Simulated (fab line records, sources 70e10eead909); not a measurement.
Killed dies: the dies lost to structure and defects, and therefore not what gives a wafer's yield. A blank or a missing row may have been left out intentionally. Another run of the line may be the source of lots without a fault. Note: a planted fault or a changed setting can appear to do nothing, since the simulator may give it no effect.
Chamber matching    flow nandHarc    4 sister chambers for NHARC_A_CONTACT_DESCUM_74 on rieDiel-04
The step chemistry O2, time 3 s. 18 wafers are shown with their chamber, then 9 later ones without.

## WAFERS WITH THEIR CHAMBER
wafer   chamber  showerheadPlenumPTorr (Torr)  drypumpMotorCurrentA (A)  oesProductAu (a.u.)
L421.2  3        1.88                          5.92                      0.983
L421.3  2        2.03                          5.61                      0.981
L421.6  2        2.03                          5.61                      1.002
L425.2  0        2.01                          5.83                      1.001
L425.5  1        2.02                          5.48                      1.005
L425.6  2        2.03                          5.65                      1.004
L428.2  1        2.01                          5.51                      1.009
L428.3  3        1.88                          5.95                      0.991
L428.5  0        2.01                          5.80                      1.012
L429.1  3        1.88                          5.91                      0.987
L429.4  0        2.01                          5.83                      1.009
L429.5  2        2.03                          5.61                      1.011
L433.1  0        2.01                          5.76                      0.994
L433.2  2        2.03                          5.62                      1.007
L433.6  0        2.01                          5.76                      1.006
L435.1  1        2.01                          5.50                      1.014
L435.2  2        2.03                          5.62                      1.010
L435.3  0        2.00                          5.79                      0.998

SIGNATURES (means of the wafers above)
reading                chamber 0  chamber 1  chamber 2  chamber 3  scatter within a chamber
showerheadPlenumPTorr  2.0083     2.0133     2.0300     1.8800     0.00327
drypumpMotorCurrentA   5.7950     5.4967     5.6200     5.9267     0.0231
oesProductAu           1.00333    1.00933    1.00250    0.98700    0.00811
Rule: distance of a wafer from a chamber = root of the sum over the readings of ((wafer's reading minus chamber's mean) / reading's scatter) squared. The wafer belongs to the nearest chamber; if the next one is less than 2 further off, it can't be placed. The scatter: take each reading less its chamber's mean, square it, sum over the shown wafers, divide by the number of wafers less the number of chambers, and take the root.

## WAFERS WITH NO CHAMBER GIVEN
wafer   showerheadPlenumPTorr (Torr)  drypumpMotorCurrentA (A)  oesProductAu (a.u.)
L434.2  2.01                          5.51                      1.008
L434.5  2.00                          5.80                      0.989
L434.6  1.87                          5.93                      0.976
L438.2  2.01                          5.50                      0.996
L438.5  2.03                          5.60                      0.999
L438.6  2.01                          5.49                      1.011
L440.1  1.87                          5.88                      0.989
L440.3  2.02                          5.63                      1.002
L440.6  2.00                          5.78                      0.999

## WHICH CHAMBER EACH ONE RAN IN
wafer   from the rows above  in truth
L434.2  1                    1
L434.5  0                    0
L434.6  3                    3
L438.2  1                    1
L438.5  2                    2
L438.6  1                    1
L440.1  3                    3
L440.3  2                    2
L440.6  0                    0
Correct placement for 9 of the 9. Can't be placed from these rows: 0. Wrongly placed: 0.
